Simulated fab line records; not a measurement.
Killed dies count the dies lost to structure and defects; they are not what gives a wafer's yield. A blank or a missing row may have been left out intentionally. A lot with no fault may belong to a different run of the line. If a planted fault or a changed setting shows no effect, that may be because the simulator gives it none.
Matching of chambers    flow n5Finfet    4 sister chambers for N5_BEOL_M12_ETCH_68 on rieDiel-04
The step etches SOC in N2/H2, time 285 s. 20 wafers are shown with their chamber, then 10 later ones without.

## EACH WAFER AND ITS CHAMBER
wafer   chamber  showerheadPlenumPTorr (Torr)  drypumpMotorCurrentA (A)  throttleValvePct (%)
L075.1  0        2.44                          5.9                       17.59
L075.4  2        2.52                          6.0                       17.59
L075.6  2        2.52                          6.0                       17.57
L077.3  1        2.61                          5.8                       17.80
L077.5  3        2.45                          5.1                       17.82
L077.6  0        2.44                          6.0                       17.60
L076.4  0        2.44                          5.9                       17.60
L076.5  2        2.52                          6.0                       17.59
L076.6  1        2.61                          5.8                       17.82
L080.1  3        2.45                          5.1                       17.83
L080.4  2        2.51                          6.0                       17.60
L080.5  2        2.51                          6.0                       17.60
L081.1  0        2.44                          5.9                       17.61
L081.2  1        2.61                          5.9                       17.82
L081.6  2        2.51                          6.0                       17.60
L082.1  3        2.45                          5.1                       17.83
L082.3  2        2.51                          6.0                       17.62
L082.4  0        2.44                          6.0                       17.63
L089.1  2        2.50                          6.0                       17.65
L089.3  3        2.44                          5.1                       17.87

SIGNATURES (means of the wafers above)
reading                chamber 0  chamber 1  chamber 2  chamber 3  scatter within a chamber
showerheadPlenumPTorr  2.4400     2.6100     2.5125     2.4475     0.00515
drypumpMotorCurrentA   5.940      5.833      6.000      5.100      0.0342
throttleValvePct       17.6060    17.8133    17.6025    17.8375    0.0203
Rule: for each reading, subtract the chamber's mean from the wafer's reading, divide by that reading's scatter and square the result; add these up over the readings and take the root, which gives the wafer's distance from the chamber. The wafer belongs to the nearest chamber; if the next one is less than 2 further off, it can't be placed. The scatter: the root of (the sum of the squares of (reading less its chamber's mean) over the shown wafers, divided by (wafers less chambers)).

## WAFERS WITHOUT THEIR CHAMBER
wafer   showerheadPlenumPTorr (Torr)  drypumpMotorCurrentA (A)  throttleValvePct (%)
L089.6  2.44                          5.1                       17.87
L091.3  2.50                          6.0                       17.63
L091.4  2.43                          5.9                       17.65
L091.6  2.60                          5.8                       17.86
L092.2  2.50                          6.0                       17.64
L092.3  2.44                          5.2                       17.88
L092.5  2.50                          6.0                       17.66
L095.1  2.50                          6.0                       17.33
L095.2  2.60                          5.9                       17.87
L095.3  2.43                          5.2                       17.90

## THE CHAMBER EACH PASSED THROUGH
wafer   from the rows above  in truth
L089.6  3                    3
L091.3  2                    2
L091.4  0                    0
L091.6  1                    1
L092.2  2                    2
L092.3  3                    3
L092.5  2                    2
L095.1  2                    2
L095.2  1                    1
L095.3  3                    3
Correct placement for 10 of the 10. From these rows, 0 cannot be placed. Placed wrongly: 0.
